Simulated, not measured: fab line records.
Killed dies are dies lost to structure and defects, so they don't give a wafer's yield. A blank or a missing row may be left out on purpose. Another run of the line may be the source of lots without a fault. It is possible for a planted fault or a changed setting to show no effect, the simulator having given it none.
8D (eight disciplines) problem report, filled in by code | flow nandHarc | the parts of the form that need people (team, actions taken, sign-off) are left out

## 1. THE PROBLEM
Wafers with no fault read 3.7 with a standard deviation of 2.2, whereas killedAtPeriphery at NHARC_END_SORT_01 reads a mean of 634.0 on 1 wafer of 1 lot. So: +99 or more standard deviations from the usual mean.
First seen on wafer L947.4, day 30 08:05, on prober-01. The record holds 3 wafers of 1 lot with a number at this step. Rule for "out", or "out of limits": more than 4 standard deviations from the usual mean. Any other wafer with a number is counted as sound.

## 2. WHAT THIS IS AND IS NOT
question                    | is                                                                                                          | is not
which readings at this step | killedAtPeriphery, defectLimitedYield, killedDies, sort_bin_2_pct, sortNPass, sortRimYieldPct, sortYieldPct | killedAtArray, killedAtOther, killedOpen, killedShort, sort_bin_3_pct, sort_bin_4_pct
which lots                  | L947                                                                                                        | -
which wafers of those lots  | L947.4                                                                                                      | L947.2, L947.3
read on which gauges        | prober-01                                                                                                   | -
when                        | from day 30 08:05                                                                                           | up to then (2 sound wafers)

## 3. THE SUSPECTS, EACH WITH WHAT RULES IT OUT
Counting: a tool at a process step up to the reading stays a suspect if it ran every lot that is out. Sound lots after the first of them don't rule it out here, since some wafers of a struck lot are sound.
- the gauge at NHARC_END_SORT_01: ruled out. All the wafers that are out were read on prober-01, but those of them that NHARC_P_M0_ETCH_15 has rows for are out there too, on other tools.
- cmp-01 at NHARC_P_CONTACT_CMP_24 (polishes, t overpolish 30 s, target thk 200 nm): kept. It ran the lot that is out, L947 (day 11 10:36).
- rieDiel-09 at NHARC_P_M0_ETCH_15 (etches the open film in C4F8/Ar, target depth 150 nm, overetch 15 nm, time 82.5 s): kept. It ran the lot that is out, L947 (day 11 12:29). Its own readings are out on those wafers: runLengthS.
- pvdSputter-03 at NHARC_P_M0_PVD_21 (deposits Cu, target thk 30 nm, time 20.49 s): kept. It ran the lot that is out, L947 (day 30 06:29). Because NHARC_P_M0_PVD_21 lacks a start for some lots, the hours and order of its lots are taken from NHARC_END_SORT_01.
- At NHARC_P_CONTACT_CMP_24, inside cmp-01: chamber 0 took the wafers that are out, while their sound lot-mates went through chambers 1, 2.
- At NHARC_P_M0_ETCH_15, inside rieDiel-09: chamber 1 took the wafers that are out, while their sound lot-mates went through chambers 0, 2.
Still standing after the count: cmp-01 at NHARC_P_CONTACT_CMP_24, rieDiel-09 at NHARC_P_M0_ETCH_15, pvdSputter-03 at NHARC_P_M0_PVD_21.

## 4. THE CAUSE (what the simulator had put in)
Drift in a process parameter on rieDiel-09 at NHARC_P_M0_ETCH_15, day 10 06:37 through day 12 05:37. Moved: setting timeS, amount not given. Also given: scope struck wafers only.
After counting, 3 suspects remain, this tool included.

## 5. THE CHAIN OF EFFECTS, in route order
Each row: a reading whose mean over the struck wafers that have a number lies more than 3 standard deviations from the usual. Only readings for which the record gives a usual standard deviation are gone through. hours: the time from each lot's start at the first step in this table that gives one to its start at this step, as a median over the lots. sigmas: the change in usual standard deviations.
hours | step               | reading            | usual      | on struck wafers | change | sigmas
0     | NHARC_P_M0_ETCH_15 | oesProductAu       | 0.965 a.u. | 0.925            | -0.040 | -3.3
0     | NHARC_P_M0_ETCH_15 | runLengthS         | 103.6 s    | 92.1             | -11.5  | -37
452   | NHARC_END_SORT_01  | defectLimitedYield | 92 %       | 0                | -92    | -31
452   | NHARC_END_SORT_01  | killedAtPeriphery  | 3.7        | 634.0            | +630.3 | +99 or more
452   | NHARC_END_SORT_01  | killedDies         | 57         | 677              | +620   | +31
452   | NHARC_END_SORT_01  | sort_bin_2_pct     | 2.9 %      | 95.3             | +92.4  | +66
452   | NHARC_END_SORT_01  | sortNPass          | 620        | 0                | -620   | -31
452   | NHARC_END_SORT_01  | sortRimYieldPct    | 93 %       | 0                | -93    | -27
452   | NHARC_END_SORT_01  | sortYieldPct       | 92 %       | 0                | -92    | -31
Process steps it contains:
- NHARC_P_M0_ETCH_15: etches the open film in C4F8/Ar, target depth 150 nm, overetch 15 nm, time 82.5 s.

## 6. WHAT WOULD HAVE CAUGHT IT SOONER
In this record the first reading out of limits at a measuring or inspecting step was taken at day 30 08:05, 481 hours after the fault began at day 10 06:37.
At NHARC_P_M0_ETCH_15, the tool's own readings (runLengthS) were out on each struck wafer the step has a row for, so an alarm limit on them would have fired on the first such wafer.
By day 30 08:05, every lot that is out (1) had started NHARC_P_M0_ETCH_15 on rieDiel-09. Holding the tool at that point would not have protected any of them.
